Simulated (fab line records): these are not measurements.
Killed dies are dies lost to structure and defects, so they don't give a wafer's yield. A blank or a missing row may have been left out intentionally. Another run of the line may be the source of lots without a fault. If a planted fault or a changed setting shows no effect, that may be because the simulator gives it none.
fab line records | flow n5_finfet
[record] lots = 7 wafers = 21
route steps=1938 shown MOL_CONTACT_COAG@615 BEOL_M0_SAQP@676 BEOL_M0_CUTY@711 BEOL_M0@715 BEOL_M1@770 BEOL_M2@890 BEOL_M3@933
start_h: the number of hours between the record's first day and the start of the first shown wafer of the lot | wait_h: hours elapsed since this lot's preceding step | " the same as in the row above | L1.1+2: several wafers, shown together as one row | - no value, or no start given | * or withheld: withheld | < > ~ a bound
route shown NAME@n: a module of which the file shows steps, and the number in the route of the first | usual: mean/standard deviation of fault-free wafers | same: alike in all rows | chamber/n: place in a boat | sites: per-site readings | _std_site: their standard deviation | _edge_site: inner sites' mean taken away from outer sites' mean | radius_mm: for every site, how far away it sits from the centre of the wafer | mask NAME#n: copy n | behind: the most recent tool/chamber to have shaped the wafer | hold: what put the lot on hold/how long, in hours/how the hold closed | device: which transistor (n, p or np) failed to switch | end of line: the route-end tests of the same wafers | a step with no rows: only its recipe | killed: dies lost to structure and defects at the first sort, not the wafer's yield | map: the dies of a wafer, with x for killed, . for not killed, _ for no die there
set.NAME: the setting as run; set.NAME@STEP: as run at that earlier step | model.NAME: the simulator's own value behind a step, which no gauge read
one table per step and one row per wafer, for lots whose settings were changed on purpose
[[steps]]
[step N5_MOL_CONTACT_COAG_VIA_ETCH_117]
[recipe] chemistry = C4F6/O2 target_depth_a = 400 overetch_a = 80 mask_material = SOC target = SiO2 bias_w = 455 pressure_mtorr = 10 time_s = 26 source_w = 325 Ar_flow_sccm = 300 C4F6_flow_sccm = 10 O2_flow_sccm = 10 ion_energy_ev = 575.3 ends = end_point
[usual] rf_vpp_V = 1590/12
// columns lot.wafer tool chamber start_h wait_h set.bias_w rf_vpp_V
L078.2 rie_diel-04 1 124.68 0.0 455 1590
L078.3 " 3 " " 455 1591
L078.4 " 2 " " 455 1568
L079.3 rie_diel-04 3 136.08 0.0 455 1591
L079.4 " 0 " " 455 1582
L079.6 " 2 " " 455 1569
L085.2 rie_diel-05 2 170.45 0.0 455 1584
L085.3 " 3 " " 455 1588
L085.6 " 2 " " 432.6 1524
L088.2 rie_diel-04 3 192.54 0.0 486.2 1671
L088.3 " 1 " " 455 1590
L088.5 " 3 " " 455 1591
L089.1 rie_diel-04 0 196.90 0.0 455 1581
L089.3 " 1 " " 455 1592
L089.5 " 1 " " 378.4 1384
L090.3 rie_diel-05 1 202.28 0.0 455 1608
L090.5 " 0 " " 455 1595
L090.6 " 1 " " 455 1607
L093.2 rie_diel-05 3 214.72 0.0 455 1587
L093.3 " 1 " " 455 1607
L093.5 " 1 " " 455 1609
[step N5_MOL_CONTACT_COAG_ETCH_124]
[recipe] chemistry = CH3F/O2 target = SiNx target_depth_a = 65 mask_material = SOC stop_on = SiOC over_etch_frac = 0.3 ion_energy_ev = 120 pressure_mtorr = 30 source_w = 395 bias_w = 73 Ar_flow_sccm = 150 CH3F_flow_sccm = 30 O2_flow_sccm = 20 ends = end_point
// columns lot.wafer tool chamber start_h wait_h set.ald_cycles@MOL_CONTACT_COAG_ALD_123 model.etch.depth_nm
L078.2 rie_diel-04 1 124.71 0.0 91 4.553
L078.3 " 3 " " 100 5.02
L078.4 " 2 " " 91 4.573
L079.3 rie_diel-04 3 136.10 0.0 100 4.997
L079.4 " 0 " " 100 4.996
L079.6 " 2 " " 100 5.01
L085.2 rie_diel-05 2 170.50 0.0 104 5.189
L085.3 " 3 " " 100 4.985
L085.6 " 2 " " 104 5.228
L088.2 rie_diel-04 3 192.57 0.0 100 4.99
L088.3 " 1 " " 100 4.974
L088.5 " 3 " " 100 4.978
L089.1 rie_diel-04 0 196.93 0.0 100 5.009
L089.3 " 1 " " 93 4.653
L089.5 " 1 " " 100 4.987
L090.3 rie_diel-05 1 202.31 0.0 100 5.005
L090.5 " 0 " " 89 4.458
L090.6 " 1 " " 89 4.443
L093.2 rie_diel-05 3 214.75 0.0 100 4.989
L093.3 " 1 " " 100 4.973
L093.5 " 1 " " 100 4.979
[step N5_BEOL_M0_SAQP_SPACER2_ALD_26]
[recipe] material = SiO2 target_thk_a = 150 temp_c = 300 ald_precursor_family = BDEAS ald_co_reactant = O2-plasma pulse_time_s = 1 purge_time_s = 2 co_reactant_purge_time_s = 2 pressure_torr = 2
// columns lot.wafer tool chamber start_h wait_h set.target_thk_a model.SiO2_of_BEOL_M0_SAQP_SPACER2_ALD_26.thk_nm
L078.2+3+4 ald_sin-01 3,2,1 135.20 0.4 150 15
L079.3+4 ald_sin-01 0,2 144.47 0.1 150 15
L079.6 " 1 " " 143.8 14.4
L085.2 ald_sin-03 0 181.07 1.8 160.5 16
L085.3 " 3 " " 150 15
L085.6 " 2 " " 160.5 16.2
L088.2+3 ald_sin-02 3,0 201.61 0.1 140.1 14
L088.5 " 2 " " 150 15
L089.1+3+5 ald_sin-02 1,3,0 205.22 0.1 150 15
L090.3+6 ald_sin-03 1 210.42 0.1 140.1 14
L090.5 " 0 " " 150 15
L093.2+3 ald_sin-02 1,0 224.15 0.1 150 15
L093.5 " 0 " " 150 14.8
[step N5_BEOL_M0_SAQP_SPACER2_ETCHBACK_27]
[recipe] chemistry = CHF3/O2 mode = anisotropic_etchback target = SiO2 target_depth_a = 225 time_s = 11.25 pressure_mtorr = 30 source_w = 650 bias_w = 170 Ar_flow_sccm = 200 CHF3_flow_sccm = 50 O2_flow_sccm = 5 ion_energy_ev = 200
[step N5_BEOL_M0_SAQP_MANDREL2_REMOVE_110]
[recipe] chemistry = HBr/Cl2/O2 bt_time_s = 10 target = a-Si stop_on = SiCN endpoint = OES-SiCl over_etch_frac = 1 icp_w = 600 bias_w = 30 HBr_flow_sccm = 150 Cl2_flow_sccm = 80 O2_flow_sccm = 5 pressure_mtorr = 10
// columns lot.wafer tool chamber start_h wait_h set.target_thk_a@BEOL_M0_SAQP_SPACER2_ALD_26 model.BEOL_M0_SAQP.cd_nm
L078.2+3+4 rie_si-05 3,2,1 135.84 0.1 150 15
L079.3+4 rie_si-06 2,3 145.26 0.1 150 15
L079.6 " 3 " " 143.8 14.4
L085.2 rie_si-05 3 181.74 0.1 160.5 16
L085.3 " 2 " " 150 15
L085.6 " 3 " " 160.5 16.2
L088.2+3 rie_si-05 0,3 202.24 0.1 140.1 14
L088.5 " 0 " " 150 15
L089.1+3+5 rie_si-05 1,0,0 205.87 0.1 150 15
L090.3+6 rie_si-05 0,2 211.06 0.1 140.1 13.8
L090.5 " 1 " " 150 15
L093.2+3+5 rie_si-05 0,2,2 224.79 0.1 150 14.8
[step N5_BEOL_M0_SAQP_CD_MEAS_29]
[recipe] target_cd_nm = 14.4 landing_energy_ev = 1000 detector = se_inlens
[usual] cd_nm = 14.98/0.2
// columns lot.wafer tool chamber start_h wait_h set.target_thk_a@BEOL_M0_SAQP_SPACER2_ALD_26 cd_nm
L078.2 cd_sem-03 0 135.95 0.1 150 14.60
L078.3 " 0 " " 150 15.20
L078.4 " 0 " " 150 15.36
L079.3 cd_sem-01 0 145.38 0.1 150 14.88
L079.4 " 0 " " 150 14.68
L079.6 " 0 " " 143.8 14.44
L085.2 cd_sem-02 0 181.85 0.1 160.5 16.03
L085.3 " 0 " " 150 14.92
L085.6 " 0 " " 160.5 16.15
L088.2 cd_sem-03 0 202.36 0.1 140.1 14.33
L088.3 " 0 " " 140.1 14.10
L088.5 " 0 " " 150 15.33
L089.1 cd_sem-02 0 205.98 0.1 150 14.74
L089.3 " 0 " " 150 15.02
L089.5 " 0 " " 150 14.81
L090.3 cd_sem-02 0 211.17 0.1 140.1 14.07
L090.5 " 0 " " 150 14.97
L090.6 " 0 " " 140.1 13.87
L093.2 cd_sem-01 0 224.90 0.1 150 14.46
L093.3 " 0 " " 150 14.86
L093.5 " 0 " " 150 14.76
[step N5_BEOL_M0_SAQP_COAT_69]
[recipe] resist = SOC temp_c = 250 time_s = 60 spin_rpm = 1500 resist_thk_nm = 90
[step N5_BEOL_M0_SAQP_COAT_72]
[recipe] resist = SiARC temp_c = 220 time_s = 60 spin_rpm = 1500 resist_thk_nm = 15
[step N5_BEOL_M0_CUTY_DESCUM_61]
[recipe] chemistry = O2 time_s = 7.9 source_power_w = 50 bias_power_w = 20 pressure_mtorr = 20 rf_frequency_hz = 2.712e+07 temp_c = 40 resist = CAR-ArF-block o2_flow_sccm = 225
[step N5_BEOL_M0_CUTY_ETCH_62]
[recipe] chemistry = CF4 target = SiARC mask_material = CAR-ArF-block time_s = 58.5 ion_energy_ev = 80 pressure_mtorr = 40 source_w = 545 bias_w = 36 Ar_flow_sccm = 100 cf4_flow_sccm = 100 ends = cleared
[step N5_BEOL_M0_CUTY_ETCH_63]
[recipe] chemistry = N2/H2 target = SOC target_depth_a = 827 overetch_a = 165 mask_material = SiARC temp_c = 40 ion_energy_ev = 200 time_s = 124 pressure_mtorr = 30 source_w = 840 bias_w = 150 n2_flow_sccm = 200 h2_flow_sccm = 200
// columns lot.wafer tool chamber start_h wait_h set.target_thk_a@BEOL_M0_SAQP_SPACER2_ALD_26 model.SiO2_of_BEOL_M0_SAQP_SPACER2_ALD_26.thk_nm
L078.2+3 rie_diel-04 2,3 138.20 0.0 150 7.2
L078.4 " 1 " " 150 7
L079.3+4 rie_diel-01 0,3 147.29 0.0 150 7.2
L079.6 " 2 " " 143.8 6.6
L085.2+6 rie_diel-04 0,1 184.26 0.0 160.5 8.2
L085.3 " 1 " " 150 7
L088.2+3 rie_diel-05 2,0 204.61 0.0 140.1 6.2
L088.5 " 1 " " 150 7.2
L089.1+3+5 rie_diel-04 2,3,1 208.21 0.0 150 7
L090.3+6 rie_diel-04 3 213.20 0.0 140.1 6
L090.5 " 0 " " 150 7.2
L093.2+3 rie_diel-05 3,0 227.38 0.0 150 7.2
L093.5 " 2 " " 150 7
[step N5_BEOL_M0_CUTY_STRIP_64]
[recipe] chemistry = N2/H2 temp_c = 40 n2_flow_sccm = 200 h2_flow_sccm = 200 rf_frequency_hz = 6e+07
[step N5_BEOL_M0_ETCH_138]
[recipe] chemistry = CH3F/O2 target_depth_a = 120 target = SiCN time_s = 31.6 ion_energy_ev = 120 pressure_mtorr = 30 source_w = 395 bias_w = 75 Ar_flow_sccm = 150 CH3F_flow_sccm = 30 O2_flow_sccm = 20 ends = cleared
// columns lot.wafer tool chamber start_h wait_h set.target_thk_a@BEOL_M0_SAQP_SPACER2_ALD_26 model.SiO2_of_BEOL_M0_SAQP_SPACER2_ALD_26.thk_nm
L078.2+3 rie_diel-04 2,3 138.32 0.0 150 5.2
L078.4 " 1 " " 150 5
L079.3+4 rie_diel-01 0,3 147.41 0.0 150 5.2
L079.6 " 2 " " 143.8 4.6
L085.2 rie_diel-04 0 184.38 0.0 160.5 6.4
L085.3 " 1 " " 150 5.2
L085.6 " 1 " " 160.5 6.2
L088.2+3 rie_diel-05 2,0 204.73 0.0 140.1 4.2
L088.5 " 1 " " 150 5.2
L089.1+3+5 rie_diel-04 2,3,1 208.34 0.0 150 5
L090.3+6 rie_diel-04 3 213.32 0.0 140.1 4
L090.5 " 0 " " 150 5.2
L093.2 rie_diel-05 3 227.50 0.0 150 5.2
L093.3+5 " 0,2 " " 150 5
[step N5_BEOL_M0_HM_OPEN_105]
[recipe] chemistry = Cl2/BCl3 target_depth_a = 120 target = TiN ion_energy_ev = 150 pressure_mtorr = 10 icp_w = 1000 bias_w = 126 Cl2_flow_sccm = 53.25 bcl3_flow_sccm = 21.75 Ar_flow_sccm = 25
// columns lot.wafer tool chamber start_h wait_h set.target_thk_a@BEOL_M0_SAQP_SPACER2_ALD_26 model.SiO2_of_BEOL_M0_SAQP_SPACER2_ALD_26.thk_nm
L078.2+3+4 rie_metal-03 0,0,1 139.15 0.8 150 2.8
L079.3+4 rie_metal-01 0,1 147.58 0.1 150 2.8
L079.6 " 1 " " 143.8 2.2
L085.2 rie_metal-03 0 184.64 0.2 160.5 4
L085.3 " 0 " " 150 2.8
L085.6 " 1 " " 160.5 3.8
L088.2+3 rie_metal-01 1 204.83 0.1 140.1 2
L088.5 " 1 " " 150 2.8
L089.1+3+5 rie_metal-01 0,1,0 210.66 2.3 150 2.6
L090.3+6 rie_metal-01 1 216.02 2.7 140.1 1.8
L090.5 " 0 " " 150 2.8
L093.2 rie_metal-01 1 228.28 0.7 150 2.8
L093.3+5 " 0,1 " " 150 2.6
[step N5_BEOL_M1_ETCH_64]
[recipe] chemistry = N2/H2 target = SOC target_depth_a = 750 overetch_a = 150 mask_material = SiARC temp_c = 40 time_s = 112.5 ion_energy_ev = 200 pressure_mtorr = 30 source_w = 840 bias_w = 150 n2_flow_sccm = 200 h2_flow_sccm = 200
[usual] rf_vpp_V = 524.8/2.8
// columns lot.wafer tool chamber start_h wait_h set.bias_w rf_vpp_V model.SiARC_of_BEOL_M1_COAT_62.thk_nm
L078.2 rie_diel-03 0 144.43 0.0 150 520.6 6.6
L078.3 " 2 " " 150 521.0 7
L078.4 " 1 " " 150 527.0 7
L079.3 rie_diel-02 2 155.28 0.0 136.1 488.5 7.4
L079.4 " 1 " " 150 527.9 6.8
L079.6 " 2 " " 136.1 489.2 7.6
L085.2 rie_diel-02 3 191.54 0.0 150 528.9 6.6
L085.3 " 0 " " 150 528.3 6.8
L085.6 " 0 " " 150 528.2 6.8
L088.2 rie_diel-02 3 211.81 0.0 150 528.0 6.6
L088.3 " 2 " " 126.8 467.9 7.8
L088.5 " 2 " " 150 520.5 7
L089.1 rie_diel-02 2 217.01 0.0 136.4 491.4 7.4
L089.3 " 3 " " 150 527.9 6.6
L089.5 " 3 " " 150 527.4 6.6
L090.3 rie_diel-02 2 221.53 0.0 150 522.0 6.8
L090.5 " 3 " " 150 527.3 6.6
L090.6 " 2 " " 135.8 489.4 7.4
L093.2 rie_diel-06 2 234.32 0.0 150 526.0 6.8
L093.3 " 3 " " 150 527.7 6.8
L093.5 " 2 " " 150 523.2 6.8
[step N5_BEOL_M1_ETCH_70]
[recipe] chemistry = N2/H2 target = SOC target_depth_a = 800 overetch_a = 160 mask_material = SiARC temp_c = 40 time_s = 120 ion_energy_ev = 200 pressure_mtorr = 30 source_w = 840 bias_w = 150 n2_flow_sccm = 200 h2_flow_sccm = 200
[usual] rf_vpp_V = 525.0/2.7
// columns lot.wafer tool chamber start_h wait_h set.source_w rf_vpp_V
L078.2 rie_diel-06 1 153.93 0.0 710.1 556.2
L078.3 " 3 " " 840 527.4
L078.4 " 0 " " 840 521.3
L079.3 rie_diel-06 2 156.68 0.0 840 524.7
L079.4 " 0 " " 768.8 538.4
L079.6 " 1 " " 840 526.3
L085.2 rie_diel-02 2 194.01 0.0 768.3 535.5
L085.3 " 0 " " 768.3 544.2
L085.6 " 1 " " 840 527.1
L088.2 rie_diel-03 1 213.37 0.0 957.5 502.7
L088.3 " 2 " " 840 522.0
L088.5 " 0 " " 840 521.9
L089.1 rie_diel-03 1 218.48 0.0 951 504.0
L089.3 " 3 " " 840 522.8
L089.5 " 3 " " 951 501.9
L090.3 rie_diel-06 2 223.01 0.0 840 525.0
L090.5 " 1 " " 840 525.8
L090.6 " 2 " " 840 525.1
L093.2 rie_diel-06 3 241.91 0.1 840 527.6
L093.3 " 3 " " 840 527.4
L093.5 " 3 " " 840 528.7
[step N5_BEOL_M1_TRENCH_ETCH_37]
[recipe] chemistry = C4F6/O2 target_depth_a = 552.07 target = SiOC time_s = 29 ion_energy_ev = 250 pressure_mtorr = 30 source_w = 355 bias_w = 185 Ar_flow_sccm = 300 C4F6_flow_sccm = 10 O2_flow_sccm = 10
// columns lot.wafer tool chamber start_h wait_h set.time_s model.BEOL_M1.feature_depth_nm model.etch.depth_nm
L078.2 rie_diel-06 1 - - 32.93 64.4 64.38
L078.3 " 3 " " 29 55.2 55.29
L078.4 " 0 " " 32.93 61.6 61.63
L079.3 rie_diel-06 2 - - 31.01 59 58.97
L079.4 " 0 " " 31.01 58.4 58.47
L079.6 " 1 " " 29 56.6 56.69
L085.2 rie_diel-02 2 - - 29 54.6 54.56
L085.3 " 0 " " 29 55.6 55.53
L085.6 " 1 " " 29 54.8 54.88
L088.2 rie_diel-03 1 - - 32.61 61 61.05
L088.3 " 2 " " 32.61 61 61.08
L088.5 " 0 " " 29 56 56.04
L089.1 rie_diel-03 1 - - 29 54.2 54.22
L089.3 " 3 " " 23.65 46.2 46.12
L089.5 " 3 " " 29 56.6 56.53
L090.3 rie_diel-06 2 - - 29 54.6 54.57
L090.5 " 1 " " 29 56 55.95
L090.6 " 2 " " 32.42 61.8 61.73
L093.2 rie_diel-06 3 - - 29 54.2 54.26
L093.3 " 3 " " 29 54.4 54.48
L093.5 " 3 " " 29 54 53.95
[step N5_BEOL_M1_ETCH_41]
[recipe] chemistry = CH3F/O2 target = SiCN target_depth_a = 319 taper_deg = 2 time_s = 57.8 ion_energy_ev = 120 mask_material = TiN pressure_mtorr = 30 source_w = 395 bias_w = 75 Ar_flow_sccm = 150 CH3F_flow_sccm = 30 O2_flow_sccm = 20
[step N5_BEOL_M1_STRIP_97]
[recipe] chemistry = N2/H2 time_s = 10 power_w = 450 temp_c = 40 pressure_mtorr = 20 rf_frequency_hz = 6e+07 bias_power_w = 7 n2_flow_sccm = 200 h2_flow_sccm = 200
[step N5_BEOL_M1_OCD_MEAS_38]
[usual] trench_depth_nm = 55.1/0.94
// columns lot.wafer tool chamber start_h wait_h set.time_s@BEOL_M1_TRENCH_ETCH_37 trench_depth_nm
L078.2 ocd-02 - 154.28 - 32.93 64.1
L078.3 " - " " 29 55.1
L078.4 " - " " 32.93 62.0
L079.3 ocd-02 - 157.04 - 31.01 59.0
L079.4 " - " " 31.01 58.7
L079.6 " - " " 29 56.3
L085.2 ocd-01 - 194.37 - 29 54.3
L085.3 " - " " 29 55.5
L085.6 " - " " 29 54.8
L088.2 ocd-01 - 213.74 - 32.61 61.1
L088.3 " - " " 32.61 61.0
L088.5 " - " " 29 55.7
L089.1 ocd-02 - 218.84 - 29 54.0
L089.3 " - " " 23.65 45.8
L089.5 " - " " 29 56.5
L090.3 ocd-02 - 223.37 - 29 54.5
L090.5 " - " " 29 55.3
L090.6 " - " " 32.42 62.1
L093.2 ocd-01 - 242.88 - 29 54.1
L093.3 " - " " 29 54.7
L093.5 " - " " 29 54.4
[step N5_BEOL_M2_TRENCH_ETCH_37]
[recipe] chemistry = C4F6/O2 target_depth_a = 555.55 target = SiOC time_s = 29.2 ion_energy_ev = 250 pressure_mtorr = 30 source_w = 355 bias_w = 185 Ar_flow_sccm = 300 C4F6_flow_sccm = 10 O2_flow_sccm = 10
[usual] rf_vpp_V = 666/5.4
// columns lot.wafer tool chamber start_h wait_h set.bias_w rf_vpp_V
L078.2 rie_diel-05 0 - - 185 670
L078.3 " 3 " " 185 667
L078.4 " 2 " " 185 662
L079.3 rie_diel-05 2 - - 185 665
L079.4 " 3 " " 185 666
L079.6 " 3 " " 185 666
L085.2 rie_diel-05 2 - - 185 663
L085.3 " 1 " " 216.1 764
L085.6 " 2 " " 216.1 750
L088.2 rie_diel-05 0 - - 185 669
L088.3 " 2 " " 200.1 706
L088.5 " 1 " " 185 676
L089.1 rie_diel-04 3 - - 185 667
L089.3 " 1 " " 185 667
L089.5 " 3 " " 176 639
L090.3 rie_diel-04 2 - - 185 656
L090.5 " 3 " " 185 667
L090.6 " 1 " " 185 666
L093.2 rie_diel-01 3 - - 185 657
L093.3 " 2 " " 185 669
L093.5 " 3 " " 185 655
[step N5_BEOL_M3_PECVD_72]
[recipe] material = SiO2 target_thk_a = 160 temp_c = 400 precursor = TEOS/O2 pressure_torr = 5.5 rf_w = 450 teos_flow_sccm = 53.8 gas = O2 flow_sccm = 3000 time_s = 18
// columns lot.wafer tool chamber start_h wait_h set.temp_c model.SiO2_of_BEOL_M3_PECVD_72.thk_nm
L078.2+3 pecvd-01 2,0 167.96 0.0 400 15.8
L078.4 " 1 " " 400 16.2
L079.3+4 pecvd-03 0,2 176.06 0.0 400 15.8
L079.6 " 1 " " 409.8 15
L085.2 pecvd-03 1 209.44 0.0 415.3 14
L085.3 " 2 " " 415.3 14.2
L085.6 " 1 " " 400 16
L089.1 pecvd-03 2 231.81 0.0 387.2 17
L089.3 " 2 " " 400 16
L089.5 " 1 " " 400 15.8
L088.2+3 pecvd-04 0,1 232.04 0.0 400 16
L088.5 " 1 " " 400 16.2
L090.3 pecvd-03 1 237.12 0.1 400 15.8
L090.5 " 2 " " 414.2 14.4
L090.6 " 1 " " 414.2 14.2
L093.2 pecvd-04 1 261.76 0.0 400 15.8
L093.3+5 " 0 " " 400 16
[[key]]
[split] step = N5_MOL_CONTACT_COAG_VIA_ETCH_117 setting = bias_w stated = 455 by = wafer
[response] step = N5_MOL_CONTACT_COAG_VIA_ETCH_117 reading = rf_vpp_V change = +12 per = 1% r = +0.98
[split] step = N5_BEOL_M0_SAQP_SPACER2_ALD_26 setting = target_thk_a stated = 150 by = wafer
[response] step = N5_BEOL_M0_SAQP_SPACER2_ALD_26 reading = model.SiO2_of_BEOL_M0_SAQP_SPACER2_ALD_26.thk_nm change = +0.153 per = 1% r = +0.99
[response] step = N5_BEOL_M0_SAQP_MANDREL2_REMOVE_110 reading = model.BEOL_M0_SAQP.cd_nm change = +0.161 per = 1% r = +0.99
[response] step = N5_BEOL_M0_SAQP_CD_MEAS_29 reading = cd_nm change = +0.154 per = 1% r = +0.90
[response] step = N5_BEOL_M0_CUTY_ETCH_63 reading = model.SiO2_of_BEOL_M0_SAQP_SPACER2_ALD_26.thk_nm change = +0.166 per = 1% r = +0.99
[response] step = N5_BEOL_M0_ETCH_138 reading = model.SiO2_of_BEOL_M0_SAQP_SPACER2_ALD_26.thk_nm change = +0.161 per = 1% r = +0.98
[response] step = N5_BEOL_M0_HM_OPEN_105 reading = model.SiO2_of_BEOL_M0_SAQP_SPACER2_ALD_26.thk_nm change = +0.144 per = 1% r = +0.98
[split] step = N5_BEOL_M1_ETCH_64 setting = bias_w stated = 150 by = wafer
[response] step = N5_BEOL_M1_ETCH_64 reading = rf_vpp_V change = +3.81 per = 1% r = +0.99
[response] step = N5_BEOL_M1_ETCH_64 reading = model.SiARC_of_BEOL_M1_COAT_62.thk_nm change = -0.0721 per = 1% r = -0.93
[split] step = N5_BEOL_M1_ETCH_70 setting = source_w stated = 840 by = wafer
[response] step = N5_BEOL_M1_ETCH_70 reading = rf_vpp_V change = -1.65 per = 1% r = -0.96
[split] step = N5_BEOL_M1_TRENCH_ETCH_37 setting = time_s stated = 29 by = wafer
[response] step = N5_BEOL_M1_TRENCH_ETCH_37 reading = model.BEOL_M1.feature_depth_nm change = +0.495 per = 1% r = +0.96
[response] step = N5_BEOL_M1_TRENCH_ETCH_37 reading = model.etch.depth_nm change = +0.494 per = 1% r = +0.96
[response] step = N5_BEOL_M1_OCD_MEAS_38 reading = trench_depth_nm change = +0.52 per = 1% r = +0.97
[split] step = N5_BEOL_M2_TRENCH_ETCH_37 setting = bias_w stated = 185 by = wafer
[response] step = N5_BEOL_M2_TRENCH_ETCH_37 reading = rf_vpp_V change = +5.33 per = 1% r = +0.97
[split] step = N5_BEOL_M3_PECVD_72 setting = temp_c stated = 400 by = wafer
[response] step = N5_BEOL_M3_PECVD_72 reading = model.SiO2_of_BEOL_M3_PECVD_72.thk_nm change = -0.416 per = 1% r = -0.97
split outside_this_file step=N5_MOL_CONTACT_COAG_ALD_123 setting=ald_cycles
// split outside_this_file: this setting was split too, and the file shows its column; the key of that split is in another file
